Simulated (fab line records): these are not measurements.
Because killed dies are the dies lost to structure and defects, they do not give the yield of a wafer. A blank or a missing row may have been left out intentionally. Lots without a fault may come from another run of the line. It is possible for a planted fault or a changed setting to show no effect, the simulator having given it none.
Struck lot and sound lot, side by side || flow nandHarc || 13 steps out of a route of 1159
Sound: these wafers, L482.1, L482.3, L482.4. The struck wafers were L474.3, L474.4, L474.5. At the end, the cause is stated.
For every step that has rows: the tool of each side, followed by ch and its chambers, followed by its first start. Under that, the readings that differ: sound wafers || struck wafers || difference of the means || sigmas: that difference in standard deviations of wafers without a fault.
alike: a reading whose means differ by less than 2 such deviations, as well as words and numbers matching on both sides. not compared: withheld readings; readings where some wafer has no value; bounds like >300 that might hide an equal value; numbers whose values overlap and for which the record gives no deviation.
The two part at a step that has a row with sigmas, a row that says differs or no value, or rows on one side only. Numbers that have no deviation but don't overlap get no sigmas and don't part them. Lack of a reading on every wafer of one side parts them only where that side has two or more wafers.

NHARC_P_M1_CMP_23: polishes, t overpolish 20 s, target thk 157.82 nm.
  sound on cmp-02 ch 1,2,3, day 9 23:16; struck on cmp-04 ch 1,2,3, day 7 13:26
  alike: motorCurrentA, slurryFlowMlMin, timeToEndpointS
NHARC_P_M1_THK_MEAS_24: measures by xrf.
  sound on filmMetro-01, day 9 23:34; struck on filmMetro-01, day 7 13:43
  alike: thkNm
next, for these wafers, 1 step has no rows: NHARC_P_M1_SRD_25.
NHARC_P_M1_INSPECT_27:
  sound on defectInspect-01, day 9 23:44; struck on defectInspect-01, day 7 13:52
  alike: rawDefectCount
NHARC_P_M1_PRE_CLEAN_32: time 12 s.
  sound on pecvd-02 ch 1,2, day 9 23:52; struck on pecvd-04 ch 0,1, day 7 14:00
  alike: heaterPowerW
NHARC_P_M1_DEP_33: deposits SiCN, target thk 30 nm.
  sound on pecvd-02 ch 1,2, day 9 23:56; struck on pecvd-04 ch 0,1, day 7 14:05
  alike: heaterPowerW
then, 5 steps without rows for these wafers: NHARC_P_M2_DEP_00 (deposits SiOC, target thk 182.5 nm); NHARC_P_M2_DEHYDRATE_01 (time 120 s); NHARC_P_M2_HMDS_02 (time 30 s); NHARC_P_M2_COAT_34 (time 65 s); NHARC_P_M2_COAT_03 (resist thk 90 nm).
NHARC_P_M2_SOFTBAKE_04: time 55 s.
  sound on lithoTrack-01 ch 0, day 10 00:00; struck on lithoTrack-01 ch 0, day 7 14:00
{"reading": "heaterPowerTotalW (W)", "sound": "188.27 188.30 188.30", "struck": "199.90 200.02 199.66", "difference": "+11.57", "sigmas": "+83"}
next, for these wafers, 1 step has no rows: NHARC_P_M2_EBR_05.

== WHERE THEY PART ==
At NHARC_P_M2_SOFTBAKE_04 and nowhere else, as far as this record goes.

WHY: the cause the simulator had injected
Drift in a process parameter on lithoTrack-01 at NHARC_P_M2_SOFTBAKE_04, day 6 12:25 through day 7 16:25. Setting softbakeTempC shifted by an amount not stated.
